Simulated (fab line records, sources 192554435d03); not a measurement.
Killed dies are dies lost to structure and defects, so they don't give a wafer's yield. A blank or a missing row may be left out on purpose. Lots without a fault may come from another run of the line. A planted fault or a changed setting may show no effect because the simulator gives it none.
Problem report in the 8D (eight disciplines) form, filled by code | flow n5_finfet | the parts of the form that need people (team, actions taken, sign-off) are left out

1. THE PROBLEM
time_to_endpoint_s at N5_BEOL_M10_CMP_52 reads a mean of 111.6 s on 1 wafer of 1 lot; wafers without a fault read 66.5 s with a standard deviation of 3. That is +15 standard deviations from the usual mean.
The step: polishes, stops on SiCOH lowk, t overpolish 7 s, target thk 140 nm.
First seen on wafer L782.1, day 15 05:36, on cmp-02. The record holds 34 wafers of 12 lots with a number at this step. Rule for "out", or "out of limits": more than 4 standard deviations from the usual mean. The other wafers with a number count as sound.

2. WHAT IT IS AND WHAT IT IS NOT
question                    | is                 | is not
which readings at this step | time_to_endpoint_s | motor_current_A, pad_life_wafers
which lots                  | L782               | L765, L766, L767, L768, L769, L770, L771, L772, L773, L783, L784
which wafers of those lots  | L782.1             | L782.2
read on which tools         | cmp-02             | cmp-01, cmp-03
when                        | from day 15 05:36  | up to then (27 sound wafers); but 6 sound wafers of L783, L784 came after

3. SUSPECTS, AND WHAT RULES EACH OUT
Counting: a tool at a process step up to the reading stays a suspect if it ran every lot that is out. Sound lots after the first of them don't rule it out here, since some wafers of a struck lot are sound.
- ald_metal-03 at N5_BEOL_M10_ALD_74 (deposits TaN, target thk 2 nm, pulse time 2 s, purge time 3 s): kept. It ran the lot that is out, L782 (day 15 03:49); its last sound lot up to then is L767 (day 11 00:27).
- pvd_sputter-03 at N5_BEOL_M10_SURFACE_TREAT_76: kept. It ran the lot that is out, L782 (day 15 04:07); its last sound lot up to then is L769 (day 12 06:49).
- ecd_cu-01 at N5_BEOL_M10_ECD_50 (material Cu, target thk 318 nm): kept. It ran the lot that is out, L782 (day 15 04:37); its last sound lot up to then is L772 (day 12 17:49).
- cmp-02 at N5_BEOL_M10_CMP_52 (polishes, stops on SiCOH lowk, t overpolish 7 s, target thk 140 nm): kept. It ran the lot that is out, L782 (day 15 05:36); its last sound lot up to then is L771 (day 12 15:43). Its own readings are out on those wafers: time_to_endpoint_s.
- Within ald_metal-03 at N5_BEOL_M10_ALD_74: the wafers that are out ran in chamber 3; their sound lot-mates ran in chamber 2.
- Within cmp-02 at N5_BEOL_M10_CMP_52: the wafers that are out ran in chamber 3; their sound lot-mates ran in chamber 2.
Left after counting: ald_metal-03 at N5_BEOL_M10_ALD_74, pvd_sputter-03 at N5_BEOL_M10_SURFACE_TREAT_76, ecd_cu-01 at N5_BEOL_M10_ECD_50, cmp-02 at N5_BEOL_M10_CMP_52.

4. THE CAUSE (what the simulator had put in)
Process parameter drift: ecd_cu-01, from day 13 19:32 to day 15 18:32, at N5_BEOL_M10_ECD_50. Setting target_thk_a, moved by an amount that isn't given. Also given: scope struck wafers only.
Counting left 4 suspects, and this tool is among them.

5. THE CHAIN OF EFFECTS, in route order
Each row: a reading whose mean over the struck wafers that have a number lies more than 3 standard deviations from the usual. Only readings for which the record gives a usual standard deviation are gone through. hours: the time from each lot's start at the first step in this table that gives one to its start at this step, as a median over the lots. sigmas: the change in usual standard deviations.
hours | step               | reading            | usual  | on struck wafers | change | sigmas
0     | N5_BEOL_M10_CMP_52 | time_to_endpoint_s | 66.5 s | 111.6            | +45.1  | +15
The process steps in it:
- N5_BEOL_M10_CMP_52: polishes, stops on SiCOH lowk, t overpolish 7 s, target thk 140 nm.

6. WHAT WOULD HAVE CAUGHT IT SOONER
In this record the first reading out of limits was taken at day 15 05:36, 34 hours after the fault began at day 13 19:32.
All the lots that are out (1) had begun N5_BEOL_M10_ECD_50 on ecd_cu-01 by day 15 05:36. A hold on the tool at that time would have spared none of them.
